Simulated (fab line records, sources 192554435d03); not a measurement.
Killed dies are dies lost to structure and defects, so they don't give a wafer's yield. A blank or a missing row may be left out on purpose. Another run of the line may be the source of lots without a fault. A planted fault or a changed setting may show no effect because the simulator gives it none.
Problem report, 8D (eight disciplines) form, completed by code | flow n5 finfet | the parts of the form that need people (team, actions taken, sign-off) are left out

1. WHAT IS WRONG
Mean of bias w at N5_BEOL_M6_ETCH_66: 181.1 W across 2 wafers in 2 lots; on wafers with no fault it is 150.0 W (standard deviation 0.44). Measured from the usual mean, that is +71 standard deviations.
The step: etches SOC in N2/H2, target depth 80 nm, overetch 16 nm, time 120 s.
Seen first at day 10 01:26 on rie diel-02, wafer L320.6. The record holds 18 wafers of 6 lots with a number at this step. The rule behind "out" and "out of limits": a value lying over 4 standard deviations away from the usual mean. The rest of the wafers with a number are treated as sound.

2. WHAT IT IS; WHAT IT IS NOT
question                    | is                | is not
which readings at this step | bias w, rf vpp V  | drypump motor current A, oes product au, showerhead plenum p Torr, throttle valve pct
which lots                  | L320, L322        | L317, L323, L332, L334
which wafers of those lots  | L320.6, L322.1    | L320.2, L320.5, L322.4, L322.5
read on which tools         | rie diel-02       | rie diel-04
when                        | from day 10 01:26 | up to then (5 sound wafers); but 11 sound wafers of L322, L323, L332, L334 came after

3. THE SUSPECTS, EACH WITH WHAT RULES IT OUT
Counting: any tool at a process step up to the reading remains a suspect provided it ran every lot that is out. Sound lots after the first of them don't rule it out here, since some wafers of a struck lot are sound.
- rie diel-02 at N5_BEOL_M6_DESCUM_33 (chemistry O2, time 7 s): kept. It ran every lot that is out, first L320 (day 10 01:22); its last sound lot up to then is L317 (day 9 04:19).
- rie diel-02 at N5_BEOL_M6_ETCH_72 (etches underlayer in N2/H2, target depth 6.5 nm, time 5.2 s): kept. It ran every lot that is out, first L320 (day 10 01:23); its last sound lot up to then is L317 (day 9 04:20).
- rie diel-02 at N5_BEOL_M6_ETCH_65 (etches SiARC in CF4, target depth 15.6 nm, time 26 s): kept. It ran every lot that is out, first L320 (day 10 01:25); its last sound lot up to then is L317 (day 9 04:22).
- rie diel-02 at N5_BEOL_M6_ETCH_66 (etches SOC in N2/H2, target depth 80 nm, overetch 16 nm, time 120 s): kept. It ran every lot that is out, first L320 (day 10 01:26); its last sound lot up to then is L317 (day 9 04:23). On those wafers its own readings are out: bias w, rf vpp V.
- In rie diel-02 at N5_BEOL_M6_DESCUM_33, the wafers that are out were processed in chamber 3 and their sound lot-mates in chambers 0, 2.
- In rie diel-02 at N5_BEOL_M6_ETCH_72, the wafers that are out were processed in chamber 3 and their sound lot-mates in chambers 0, 2.
- In rie diel-02 at N5_BEOL_M6_ETCH_65, the wafers that are out were processed in chamber 3 and their sound lot-mates in chambers 0, 2.
- In rie diel-02 at N5_BEOL_M6_ETCH_66, the wafers that are out were processed in chamber 3 and their sound lot-mates in chambers 0, 2.
Left after counting: rie diel-02 at N5_BEOL_M6_DESCUM_33, rie diel-02 at N5_BEOL_M6_ETCH_72, rie diel-02 at N5_BEOL_M6_ETCH_65, rie diel-02 at N5_BEOL_M6_ETCH_66.

4. THE CAUSE (what the simulator had put in)
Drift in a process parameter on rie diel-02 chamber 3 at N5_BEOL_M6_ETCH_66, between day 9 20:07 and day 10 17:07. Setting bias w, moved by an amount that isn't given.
Counting left 4 suspects, and this tool is among them.

5. THE CHAIN OF EFFECTS, in route order
One row per reading whose mean, taken over the struck wafers that have a number, lies over 3 standard deviations from the usual. Only readings for which the record gives a usual standard deviation are gone through. hours: the time from each lot's start at the first step in this table that gives one to its start at this step, as a median over the lots. sigmas: the change in usual standard deviations.
hours | step               | reading  | usual   | on struck wafers | change | sigmas
0     | N5_BEOL_M6_ETCH_66 | bias w   | 150.0 W | 181.1            | +31.1  | +71
0     | N5_BEOL_M6_ETCH_66 | rf vpp V | 524.6 V | 590.5            | +65.9  | +33
Process steps it contains:
- N5_BEOL_M6_ETCH_66: etches SOC in N2/H2, target depth 80 nm, overetch 16 nm, time 120 s.

6. HOW IT WOULD HAVE BEEN CAUGHT EARLIER
In this record the first reading out of limits was taken at day 10 01:26, 5 hours after the fault began at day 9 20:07.
